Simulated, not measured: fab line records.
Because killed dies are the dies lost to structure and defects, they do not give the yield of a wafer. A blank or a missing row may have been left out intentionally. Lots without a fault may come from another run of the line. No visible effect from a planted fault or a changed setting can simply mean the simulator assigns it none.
Comparing a struck lot with a sound one -- flow n5_finfet -- 40 steps out of a route of 1938
Sound: these wafers, L181.3, L181.4, L181.5. Wafers L197.1, L197.2, L197.4 were the ones struck. At the end, the cause is stated.
Per side, at each step with rows, come the tool, then ch with its chambers, and then its first start. Under that, the readings that differ: sound wafers -- struck wafers -- difference of the means -- sigmas: that difference in standard deviations of wafers without a fault.
alike: readings with means less than 2 such deviations apart, plus words and numbers identical on both sides. not compared: withheld readings, readings lacking a value on some wafer, bounds such as >300 that could conceal the same value, and numbers that have no deviation in the record and whose values overlap.
A row with sigmas, a row that says differs or no value, or rows on one side alone: a step with any of these is where the two part. Non-overlapping numbers with no deviation appear without sigmas and do not part them. Lack of a reading on every wafer of one side parts them only where that side has two or more wafers.

first, 4 steps without rows for these wafers: N5_HKMG_FIN_STRIP_89 (strips SOC in N2/H2, time 20 s); N5_HKMG_FIN_WET_ETCH_87 (etches TiN in SC1, time 154.2 s, target depth 4.7 nm, rinse time 30 s); N5_HKMG_FIN_STRIP_88 (strips in N2/H2, time 360 s); N5_HKMG_FIN_NWFM_ALD_20 (deposits TiAlC, target thk 2 nm, pulse time 3 s, purge time 2 s).
N5_HKMG_FIN_ALD_71: deposits TiN, target thk 1 nm, pulse time 1 s, purge time 3 s.
  sound on ald_metal-03 ch 0,2,3, day 5 16:22; struck on ald_metal-02 ch 1,2,3, day 9 16:45
  alike: heater_power_w, precursor_pulse_height_rel, susceptor_temp_C
then, 6 steps without rows for these wafers: N5_HKMG_FIN_COAT_66 (time 60 s, resist thk 300 nm); N5_HKMG_FIN_ETCH_67 (etches SOC in N2/H2, stops on TiN, target depth 388.9 nm); N5_HKMG_FIN_STRIP_90 (strips SOC in N2/H2, time 20 s); N5_HKMG_FIN_WET_ETCH_73 (etches the open film in SC1, time 42.3 s, target depth 1.3 nm, rinse time 30 s); N5_HKMG_FIN_ETCHBACK_68 (etches the open film in Cl2/Ar, stops on HfO2, target depth 0.5 nm); N5_HKMG_FIN_STRIP_69 (strips in N2/H2, time 360 s).
N5_HKMG_FIN_ALD_21: deposits TiN, target thk 1.5 nm, pulse time 1 s, purge time 3 s.
  sound on ald_metal-02 ch 1,2,3, day 5 17:38; struck on ald_metal-02 ch 1,2,3, day 9 17:53
  alike: heater_power_w, precursor_pulse_height_rel, susceptor_temp_C
N5_HKMG_FIN_ALD_72: deposits W, target thk 2 nm, pulse time 1 s, purge time 2 s.
  sound on cvd_w-02 ch 0,1, day 5 18:01; struck on cvd_w-01 ch 0,1, day 9 18:14
  alike: heater_power_w, precursor_pulse_height_rel, susceptor_temp_C
then, 4 steps without rows for these wafers: N5_HKMG_FIN_W_FILL_22 (material W, target thk 60 nm, time 18.2 s); N5_HKMG_FIN_PRECLEAN_83 (cleans in DIW, time 57.5 s); N5_HKMG_FIN_SRD_84 (dry time 32 s); N5_HKMG_FIN_CMP_23 (polishes, stops on SiNx, t overpolish 10 s, target thk 46.326 nm).
N5_HKMG_FIN_CMP_94: polishes, stops on SiNx, t overpolish 4.7 s, target thk 43.299 nm.
  sound on cmp-03 ch 1,2,3, day 5 18:56; struck on cmp-03 ch 0,1,2, day 9 18:53
  alike: motor_current_A, retaining_ring_pressure_frac
then, 2 steps without rows for these wafers: N5_GATE_CUT_ETCHBACK_00 (etches W in SF6/Cl2); N5_GATE_CUT_ETCH_56 (etches TiN in Cl2/Ar, target depth 21.6 nm).
N5_GATE_CUT_ETCHBACK_30: etches TiN in Cl2/Ar, target depth 3 nm.
  sound on rie_metal-02 ch 0,1, day 5 19:21; struck on rie_metal-01 ch 0,1, day 9 19:22
  alike: drypump_motor_current_A, oes_product_au, rf_fwd_power_W, throttle_valve_pct
  not compared: rf_hours_counter_h
then, 7 steps without rows for these wafers: N5_GATE_CUT_VAPOR_ETCH_60 (etches HfO2 in BCl3/Cl2); N5_GATE_CUT_ETCH_58 (etches SiNx in CH3F/O2, target depth 17 nm, time 128.6 s); N5_GATE_CUT_STRIP_59 (strips in N2/H2, time 20 s); N5_GATE_CUT_PRECLEAN_31 (cleans in DIW, time 300 s); N5_GATE_CUT_SRD_32 (time 30 s); N5_GATE_CUT_SAC_CAP_01 (material SiNx, target thk 24 nm, pulse time 1 s, ald cycles 480); N5_GATE_CUT_PECVD_57 (deposits SiNx from SiH4/NH3/N2, target thk 21 nm).
N5_GATE_CUT_CMP_02: polishes, stops on SiO2, t overpolish 12.7 s, target thk 0 nm.
  sound on cmp-02 ch 1,2,3, day 5 22:16; struck on cmp-03 ch 0,1,2, day 9 23:32
  alike: motor_current_A, overpolish_run_s, retaining_ring_pressure_frac, time_to_endpoint_s
then, 10 steps without rows for these wafers: N5_GATE_CUT_HM_DEP_46 (deposits SiO2 from TEOS/O2, target thk 130 nm, time 26.6 s); N5_GATE_CUT_COAT_34 (time 60 s, resist thk 60 nm); N5_GATE_CUT_COAT_35 (time 60 s, resist thk 10 nm); N5_GATE_CUT_COAT_27 (time 60 s, resist thk 10 nm); N5_GATE_CUT_COAT_07 (resist thk 30 nm); N5_GATE_CUT_EBR_09; N5_GATE_CUT_SOFTBAKE_08 (time 60 s); N5_GATE_CUT_EXPOSE_10 (exposes mask GATE CUT, target cd 20 nm); N5_GATE_CUT_PEB_11 (peb time 60 s); N5_GATE_CUT_DEVELOP_12 (develop time 30 s).
-- a jump in the record: the struck wafers' starts before and after are 9 days apart (it breaks off in module GATE_CUT and resumes in module PASSIVATION, where the first step shown is number 1936 of the route) --
N5_PASSIVATION_PROBE_49:
  rows exist in the record for the struck wafers here (prober-01, day 19 10:38), but not for the sound ones

## WHERE THEY PART
At N5_PASSIVATION_PROBE_49 and nowhere else, as far as this record goes.

WHY: whatever the simulator had introduced
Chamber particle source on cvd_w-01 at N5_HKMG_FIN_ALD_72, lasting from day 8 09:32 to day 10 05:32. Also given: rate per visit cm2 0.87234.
